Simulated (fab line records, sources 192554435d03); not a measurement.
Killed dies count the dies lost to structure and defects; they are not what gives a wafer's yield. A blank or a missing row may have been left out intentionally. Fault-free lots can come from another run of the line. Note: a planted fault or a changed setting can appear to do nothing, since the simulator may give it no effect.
fab line records -- flow n5-finfet
record lots=4, wafers=10, last-day=17
route steps=1938 shown BEOL_M9@1458 BEOL_M10@1470
lots that met no fault: taken from a fault-free run of the same line
start-h: hours from the record's first day to the start of the lot's first wafer shown -- wait-h: time in hours since the lot's previous step -- " unchanged from the row above -- L1.1+2: several wafers, shown together as one row -- - value missing, or start not given -- * or withheld: withheld -- < > ~ a bound
route shown NAME@n: a module of which the file shows steps, and the number in the route of the first -- usual: mean/standard deviation taken from wafers without a fault -- same: alike in all rows -- chamber/n: place in a boat -- sites: per-site readings -- _std_site: standard deviation across them -- _edge_site: inner sites' mean taken away from outer sites' mean -- radius-mm: for every site, how far away it sits from the centre of the wafer -- mask NAME#n: copy n -- behind: the most recent tool/chamber to have shaped the wafer -- hold: why the lot was held/for how many hours/how that ended -- device: which transistor (n, p or np) failed to switch -- end of line: the tests these same wafers got at the end of their route -- where a step has no rows: the recipe by itself -- killed: not the wafer's yield, but the dies lost to structure and defects at the first sort -- map: a wafer's dies, x killed, . not, _ none there
set.NAME: the setting as run; set.NAME@STEP: as run at that earlier step -- model.NAME: the simulator's own value behind a step, which no gauge read
certain route steps with their lots: each step a table, each wafer a row
services: a tool's chamber out of use, with start hour (start-h, from the record's first day; less than 0 if before it), hours out, and reason
## steps
# step N5_BEOL_M9_ALD_74
# recipe material=TaN, target-thk-a=20, temp-c=275, ald-precursor-family=PDMAT, ald-co-reactant=NH3, pressure-torr=3, carrier-flow-sccm=1500, pulse-time-s=2, purge-time-s=3, co-reactant-purge-time-s=2, co-reactant-pulse-time-s=3, ald-cycles=40, precursor-vessel-temp-c=75, precursor-vessel-pressure-torr=26.25, precursor-vessel-carrier-sccm=1000
# step N5_BEOL_M9_SURFACE_TREAT_79
# recipe gas=Ar, time-s=*, ion-energy-ev=*, ion-current-ma-cm2=0.5, pressure-mtorr=*, ar-flow-sccm=30
# step N5_BEOL_M9_CVD_78
# recipe material=Co, target-thk-a=20, temp-c=withheld, precursor=CCTBA/H2, pressure-torr=30, time-s=138.9
# step N5_BEOL_M9_SPUTTER_48
# recipe material=Cu, target-thk-a=120, temp-c=-20, bias-v=60, power-w=26000, chamber-pressure-pa=0.13, time-s=2
# step N5_BEOL_M9_ECD_50
# recipe material=Cu, target-thk-a=3180
# step N5_BEOL_M9_ANNEAL_51
# recipe temp-c=225, time-s=90, ambient=N2
# step N5_BEOL_M9_CMP_52
# recipe stop-on=SiCOH_lowk, t-overpolish-s=7, down-force-psi=1, platen-rpm=50, clearing-platen-down-force-psi=1.5, clearing-platen-rpm=50, post-cmp-clean=cu-alkaline, target-thk-nm=140, clearing-platen-pad-velocity-m-s=0.99484, pad-velocity-m-s=0.99484
# step N5_BEOL_M9_PRE_CLEAN_55
# recipe gas=NH3, time-s=15, temp-c=withheld, rf-power-w=300
# step N5_BEOL_M9_DEP_56
# recipe material=SiCN, target-thk-a=150, temp-c=withheld, precursor=3MS/NH3, pressure-torr=3, rf-w=202, time-s=26.5
# step N5_BEOL_M10_ILD_DEP_00
# recipe material=SiCOH_lowk, target-thk-a=3085.1, temp-c=300, precursor=DEMS/porogen, pressure-torr=5, rf-w=500, time-s=58
# usual heater-power-w=277/39, rf-fwd-power-W=495.2/1.8, run-length-s=100.8/0.4, showerhead-plenum-p-Torr=5.740/0.016, showerhead-vpp-V=1347/53, throttle-valve-pct=14.1/0.51
lot.wafer,tool,chamber,start-h,wait-h,heater-power-w,rf-fwd-power-W,run-length-s,showerhead-plenum-p-Torr,showerhead-vpp-V,throttle-valve-pct,model.SiCOH_lowk_of_BEOL_M10_ILD_DEP_00.thk-nm
L558.2,pecvd-02,0,255.06,0.0,276,495.5,100.8,5.730,1311,14.5,308.6
L558.3,pecvd-02,2,255.06,0.0,314,494.5,101.1,5.769,1341,13.9,306.8
L558.4,pecvd-02,2,255.06,0.0,311,498.0,100.4,5.759,1340,13.9,313.4
L565.1,pecvd-02,1,282.75,0.0,259,494.1,101.2,5.749,1318,14.7,303.6
L565.2,pecvd-02,2,282.75,0.0,247,499.2,106.2,5.753,1336,14.0,343.2
L567.2,pecvd-02,2,294.92,0.0,267,492.9,106.9,5.759,1330,14.0,342.4
L567.4,pecvd-02,2,294.92,0.0,277,494.1,100.6,5.767,1349,14.0,315
L576.2,pecvd-03,2,357.32,0.0,238,493.5,101.1,5.759,1414,13.1,309.2
L576.5,pecvd-03,1,357.32,0.0,366,493.0,100.1,5.741,1498,14.2,305.6
L576.6,pecvd-03,2,357.32,0.0,253,496.6,101.2,5.765,1432,13.3,311
# step N5_BEOL_M10_CURE_71
# recipe temp-c=385, time-s=240, ambient=He/Ar, material=SiCOH_lowk
# step N5_BEOL_M10_THK_MEAS_01
# recipe reads=SiCOH_lowk_of_BEOL_M10_ILD_DEP_00
# usual M10_ILD_THK=268/3.8
lot.wafer,tool,chamber,start-h,wait-h,M10_ILD_THK[nm]
L558.2,film-metro-02,-,255.65,0.4,268
L558.3,film-metro-02,-,255.65,0.4,267
L558.4,film-metro-02,-,255.65,0.4,272
L565.1,film-metro-01,-,283.36,0.4,264
L565.2,film-metro-01,-,283.36,0.4,299
L567.2,film-metro-01,-,295.51,0.4,298
L567.4,film-metro-01,-,295.51,0.4,274
L576.2,film-metro-01,-,357.91,0.4,268
L576.5,film-metro-01,-,357.91,0.4,266
L576.6,film-metro-01,-,357.91,0.4,270
# step N5_BEOL_M10_PECVD_70
# recipe material=SiO2, target-thk-a=200, temp-c=400, precursor=TEOS/O2, pressure-torr=5.5, rf-w=450, teos-flow-sccm=53.8, gas=O2, flow-sccm=3000, time-s=22.7
# step N5_BEOL_M10_HM_DEP_02
# recipe material=TiN, target-thk-a=200, temp-c=25, chamber-pressure-pa=0.49996
# step N5_BEOL_M10_COAT_59
# recipe resist=SOC, temp-c=250, time-s=60, spin-rpm=1500, resist-thk-nm=100
# step N5_BEOL_M10_COAT_60
# recipe resist=SiARC, temp-c=220, time-s=60, spin-rpm=1500, resist-thk-nm=30
# step N5_BEOL_M10_COAT_05
# recipe resist=CAR-ArF, spin-rpm=1500, resist-thk-nm=90
# step N5_BEOL_M10_EBR_07
# recipe solvent=PGMEA, ebr-width-mm=1.5
# step N5_BEOL_M10_SOFTBAKE_06
# recipe temp-c=110, time-s=60, resist=CAR-ArF
# step N5_BEOL_M10_EXPOSE_08
# recipe mask-id=M10, na=1.35, source-shape=dipole, sigma-inner=0.411, sigma-outer=0.611, polarization=te, dose-mj=53.75
# step N5_BEOL_M10_PEB_09
# recipe peb-temp-c=withheld, peb-time-s=60, resist=CAR-ArF
# step N5_BEOL_M10_DEVELOP_10
# recipe develop-time-s=30, developer=TMAH, resist=CAR-ArF, rinse-liquid=diw, dry=air-spin, dev-temp-c=23
# step N5_BEOL_M10_DESCUM_16
# recipe chemistry=O2, time-s=7.9, source-power-w=50, bias-power-w=20, pressure-mtorr=20, rf-frequency-hz=2.712e+07, temp-c=40, resist=CAR-ArF, o2-flow-sccm=225
# step N5_BEOL_M10_ETCH_61
# recipe chemistry=CF4, target=SiARC, target-depth-a=390, mask-material=CAR-ArF, time-s=65, ion-energy-ev=80, pressure-mtorr=40, source-w=545, bias-w=36, Ar_flow_sccm=100, cf4-flow-sccm=100, ends=cleared
# step N5_BEOL_M10_ETCH_62
# recipe chemistry=N2/H2, target=SOC, target-depth-a=1100, overetch-a=220, mask-material=SiARC, temp-c=40, time-s=165, ion-energy-ev=200, pressure-mtorr=30, source-w=840, bias-w=150, n2-flow-sccm=200, h2-flow-sccm=200
# step N5_BEOL_M10_STRIP_68
# recipe chemistry=N2/H2, temp-c=40, n2-flow-sccm=200, h2-flow-sccm=200, rf-frequency-hz=6e+07
# step N5_BEOL_M10_STRIP_67
# recipe chemistry=CF4, resist=SiARC, power-w=300, bias-power-w=75, pressure-mtorr=50, cf4-flow-sccm=150, rf-frequency-hz=6e+07
# step N5_BEOL_M10_HM_OPEN_17
# recipe chemistry=Cl2/BCl3, target-depth-a=200, overetch-a=60, target=TiN, mask-material=SOC, ion-energy-ev=150, pressure-mtorr=10, icp-w=1000, bias-w=126, Cl2_flow_sccm=53.25, bcl3-flow-sccm=21.75, Ar_flow_sccm=25
# step N5_BEOL_M10_STRIP_19
# recipe chemistry=O2, power-w=400, temp-c=40, pressure-mtorr=30, rf-frequency-hz=6e+07, bias-power-w=0, overash-fraction=0.2, o2-flow-sccm=225
# step N5_BEOL_M10_COAT_63
# recipe resist=SOC, temp-c=250, time-s=60, spin-rpm=1500, resist-thk-nm=100
# step N5_BEOL_M10_COAT_64
# recipe resist=SiARC, temp-c=220, time-s=60, spin-rpm=1500, resist-thk-nm=30
# step N5_BEOL_M10_COAT_22
# recipe resist=CAR-ArF, spin-rpm=1500, resist-thk-nm=90
# step N5_BEOL_M10_EBR_24
# recipe solvent=PGMEA, ebr-width-mm=1.5
# step N5_BEOL_M10_SOFTBAKE_23
# recipe temp-c=110, time-s=60, resist=CAR-ArF
# step N5_BEOL_M10_EXPOSE_25
# recipe mask-id=V9, na=1.35, source-shape=annular, sigma-inner=0.5, sigma-outer=0.8, polarization=unpolarized, dose-mj=85.5
# step N5_BEOL_M10_CMP_52
# recipe stop-on=SiCOH_lowk, t-overpolish-s=7, down-force-psi=1, platen-rpm=50, clearing-platen-down-force-psi=1.5, clearing-platen-rpm=50, post-cmp-clean=cu-alkaline, target-thk-nm=140, clearing-platen-pad-velocity-m-s=0.99484, pad-velocity-m-s=0.99484
# usual head-pressure-psi=0.9999/0.0021, motor-current-A=6.5/0.72
lot.wafer,tool,chamber,start-h,wait-h,head-pressure-psi,motor-current-A,model.SiCOH_lowk_of_BEOL_M10_ILD_DEP_00.thk-nm
L558.2,cmp-02,2,260.93,0.2,0.9971,6.9,265
L558.4,cmp-02,0,260.93,0.2,0.9996,5.6,269.4
L558.3,cmp-02,1,260.93,0.2,0.9989,7.2,263.6
L565.1,cmp-04,1,292.64,0.3,1.0020,5.9,260.6
L565.2,cmp-04,3,292.64,0.3,1.0042,7.4,295.8
L567.4,cmp-01,3,302.79,0.1,0.9973,6.9,270.8
L567.2,cmp-01,0,302.79,0.1,0.9991,7.7,295
L576.2,cmp-01,1,365.14,0.3,1.0005,7.2,265.6
L576.5,cmp-01,3,365.14,0.3,1.0011,6.5,262.4
L576.6,cmp-01,0,365.14,0.3,0.9980,8.0,267.2
## services
tool,chamber,start-h,hours,kind
cmp-02,-,244.01,1.5,repair
pecvd-03,-,257.52,0.3,repair
cmp-01,-,257.60,4.0,pm
cmp-01,-,261.60,-,consumable-replace:conditioner
cmp-01,-,261.60,-,consumable-replace:pad
cmp-02,-,287.69,1.8,repair
cmp-01,-,294.79,0.3,repair
cmp-04,-,301.90,1.0,repair
cmp-02,-,305.39,3.3,repair
cmp-04,-,309.92,4.0,pm
cmp-04,-,313.92,-,consumable-replace:conditioner
cmp-04,-,313.92,-,consumable-replace:pad
pecvd-03,0,330.27,10.9,repair
cmp-04,-,339.29,2.1,repair
cmp-02,-,340.86,5.7,pm
cmp-04,-,345.60,0.3,repair
## key
first-sign step=N5_BEOL_M10_ILD_DEP_00, reading=run-length-s, direction=up, sigmas=14, usual=*, struck=*
effect step=N5_BEOL_M10_THK_MEAS_01, reading=M10_ILD_THK, direction=up, sigmas=7.9, usual=268, struck=299
model-effect step=N5_BEOL_M10_ILD_DEP_00, value=SiCOH_lowk_of_BEOL_M10_ILD_DEP_00.thk-nm, without=312.2, struck=342.8
model-effect step=N5_BEOL_M10_CMP_52, value=SiCOH_lowk_of_BEOL_M10_ILD_DEP_00.thk-nm, without=268.3, struck=295.4
met-at N5_BEOL_M10_ILD_DEP_00
struck-wafers L565.2,L567.2
onset-between 255.06 282.75
fault kind=process-parameter-drift, tool=pecvd-02, chamber=-, onset-h=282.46, steps=N5_BEOL_M10_ILD_DEP_00, channel=time-s, offset=*, shape=step, end-h=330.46, scope=struck-wafers-only, acts-in=*, stated=*
